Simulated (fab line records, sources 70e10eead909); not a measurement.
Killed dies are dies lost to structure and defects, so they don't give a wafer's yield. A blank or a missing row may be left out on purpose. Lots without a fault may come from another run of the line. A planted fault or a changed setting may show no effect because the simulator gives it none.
Chamber matching | flow nand_harc | NHARC_A_ZERO_WELL_DESCUM_12 on rie_diel-01: 4 sister chambers
The step chemistry O2, time 3 s. 20 wafers are shown with their chamber, then 10 later ones without.

WAFERS WITH THEIR CHAMBER
wafer  | chamber | drypump_motor_current_A (A) | rf_vpp_V (V) | oes_product_au (a.u.)
L557.4 | 0       | 4.9                         | 57.8         | 0.993
L557.5 | 1       | 5.7                         | 57.9         | 0.985
L557.6 | 2       | 5.4                         | 56.5         | 0.984
L560.1 | 3       | 5.9                         | 58.2         | 1.010
L560.4 | 2       | 5.4                         | 59.6         | 0.996
L560.5 | 3       | 5.9                         | 58.5         | 1.024
L562.1 | 3       | 5.9                         | 58.9         | 1.004
L562.4 | 2       | 5.3                         | 56.9         | 1.002
L562.5 | 0       | 4.9                         | 56.1         | 1.013
L570.3 | 1       | 5.7                         | 58.4         | 1.002
L570.4 | 0       | 4.9                         | 57.7         | 1.003
L570.5 | 3       | 5.9                         | 58.1         | 1.001
L572.1 | 1       | 5.7                         | 58.5         | 1.009
L572.4 | 3       | 5.9                         | 57.7         | 1.004
L572.5 | 3       | 5.9                         | 58.0         | 1.012
L573.1 | 2       | 5.4                         | 57.2         | 0.998
L573.4 | 3       | 5.9                         | 58.6         | 1.010
L573.5 | 2       | 5.3                         | 56.7         | 0.996
L576.1 | 2       | 5.4                         | 57.7         | 1.005
L576.2 | 0       | 4.9                         | 58.1         | 0.996

SIGNATURES (means of the wafers above)
reading                 | chamber 0 | chamber 1 | chamber 2 | chamber 3 | scatter within a chamber
drypump_motor_current_A | 4.900     | 5.700     | 5.367     | 5.900     | 0.0289
rf_vpp_V                | 57.425    | 58.267    | 57.433    | 58.286    | 0.796
oes_product_au          | 1.00125   | 0.99867   | 0.99683   | 1.00929   | 0.00848
Rule: a wafer's distance from a chamber is the root of the sum, over the readings, of the square of ((its reading less the chamber's mean) divided by the reading's scatter). The wafer belongs to the nearest chamber; if the next one is less than 2 further off, it can't be placed. The scatter: the root of (the sum of the squares of (reading less its chamber's mean) over the shown wafers, divided by (wafers less chambers)).

WAFERS WITHOUT THEIR CHAMBER
wafer  | drypump_motor_current_A (A) | rf_vpp_V (V) | oes_product_au (a.u.)
L576.4 | 5.7                         | 58.5         | 1.013
L577.1 | 5.7                         | 57.8         | 1.021
L577.2 | 5.9                         | 59.7         | 1.024
L577.5 | 5.7                         | 59.5         | 1.012
L578.2 | 5.3                         | 59.0         | 0.982
L578.3 | 5.9                         | 57.4         | 1.002
L578.4 | 4.9                         | 58.6         | 1.007
L580.1 | 4.9                         | 57.9         | 1.015
L580.2 | 5.4                         | 57.4         | 0.988
L580.3 | 5.9                         | 59.6         | 1.004

WHICH CHAMBER EACH WENT THROUGH
wafer  | from the rows above | in truth
L576.4 | 1                   | 1
L577.1 | 1                   | 1
L577.2 | 3                   | 3
L577.5 | 1                   | 1
L578.2 | 2                   | 2
L578.3 | 3                   | 3
L578.4 | 0                   | 0
L580.1 | 0                   | 0
L580.2 | 2                   | 2
L580.3 | 3                   | 3
Placed correctly: 10 of 10. Can't be placed from these rows: 0. Placed wrongly: 0.
